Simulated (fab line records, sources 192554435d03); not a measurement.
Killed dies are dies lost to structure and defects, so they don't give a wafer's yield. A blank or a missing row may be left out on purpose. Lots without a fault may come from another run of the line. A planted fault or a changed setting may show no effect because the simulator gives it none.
Chamber matching | flow n5_finfet | N5_BEOL_M9_ETCH_76 on rie_diel-03: 4 sister chambers
The step etches underlayer in N2/H2, target depth 6.5 nm, time 5.2 s. 22 wafers are shown with their chamber, then 11 later ones without.

WAFERS WITH THEIR CHAMBER
wafer  | chamber | drypump_motor_current_A (A) | oes_product_au (a.u.) | showerhead_plenum_p_Torr (Torr)
L074.2 | 2       | 5.5                         | 0.63                  | 2.52
L074.3 | 3       | 5.6                         | 0.60                  | 2.52
L074.5 | 2       | 5.5                         | 0.64                  | 2.52
L075.3 | 3       | 5.6                         | 0.59                  | 2.51
L075.5 | 0       | 6.4                         | 0.61                  | 2.51
L075.6 | 3       | 5.6                         | 0.60                  | 2.51
L077.2 | 0       | 6.4                         | 0.61                  | 2.51
L077.4 | 2       | 5.5                         | 0.62                  | 2.52
L077.5 | 3       | 5.6                         | 0.60                  | 2.51
L078.1 | 2       | 5.5                         | 0.63                  | 2.52
L078.3 | 0       | 6.4                         | 0.61                  | 2.50
L078.5 | 3       | 5.6                         | 0.58                  | 2.51
L087.1 | 1       | 6.0                         | 0.71                  | 2.47
L087.2 | 2       | 5.5                         | 0.61                  | 2.51
L087.3 | 0       | 6.4                         | 0.60                  | 2.50
L087.4 | 3       | 5.6                         | 0.57                  | 2.50
L087.5 | 1       | 6.0                         | 0.71                  | 2.47
L087.6 | 2       | 5.5                         | 0.61                  | 2.51
L089.3 | 2       | 5.5                         | 0.60                  | 2.51
L089.5 | 0       | 6.3                         | 0.60                  | 2.50
L089.6 | 3       | 5.6                         | 0.57                  | 2.50
L092.1 | 1       | 6.0                         | 0.71                  | 2.47

SIGNATURES (means of the wafers above)
reading                  | chamber 0 | chamber 1 | chamber 2 | chamber 3 | scatter within a chamber
drypump_motor_current_A  | 6.380     | 6.000     | 5.500     | 5.600     | 0.0211
oes_product_au           | 0.6060    | 0.7100    | 0.6200    | 0.5871    | 0.0117
showerhead_plenum_p_Torr | 2.5040    | 2.4700    | 2.5157    | 2.5086    | 0.00566
Rule: a wafer's distance from a chamber is the root of the sum, over the readings, of the square of ((its reading less the chamber's mean) divided by the reading's scatter). The wafer belongs to the nearest chamber; if the next one is less than 2 further off, it can't be placed. The scatter: the root of (the sum of the squares of (reading less its chamber's mean) over the shown wafers, divided by (wafers less chambers)).

WAFERS WITHOUT THEIR CHAMBER
wafer  | drypump_motor_current_A (A) | oes_product_au (a.u.) | showerhead_plenum_p_Torr (Torr)
L092.2 | 5.5                         | 0.61                  | 2.51
L092.3 | 5.6                         | 0.58                  | 2.50
L092.4 | 6.4                         | 0.60                  | 2.49
L092.5 | 5.6                         | 0.58                  | 2.50
L092.6 | 6.4                         | 0.60                  | 2.50
L094.1 | 5.4                         | 0.61                  | 2.51
L094.3 | 6.1                         | 0.71                  | 2.47
L094.4 | 5.4                         | 0.61                  | 2.51
L097.2 | 6.1                         | 0.69                  | 2.46
L097.5 | 5.6                         | 0.80                  | 2.50
L097.6 | 5.5                         | 0.59                  | 2.50

WHICH CHAMBER EACH WENT THROUGH
wafer  | from the rows above     | in truth
L092.2 | 2                       | 2
L092.3 | 3                       | 3
L092.4 | 0                       | 0
L092.5 | 3                       | 3
L092.6 | 0                       | 0
L094.1 | 2                       | 2
L094.3 | 1                       | 1
L094.4 | 2                       | 2
L097.2 | 1                       | 1
L097.5 | can't be placed: 2 or 3 | 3
L097.6 | can't be placed: 2 or 3 | 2
Placed correctly: 9 of 11. Can't be placed from these rows: 2 (the true chamber is among the candidates in 2). Placed wrongly: 0.
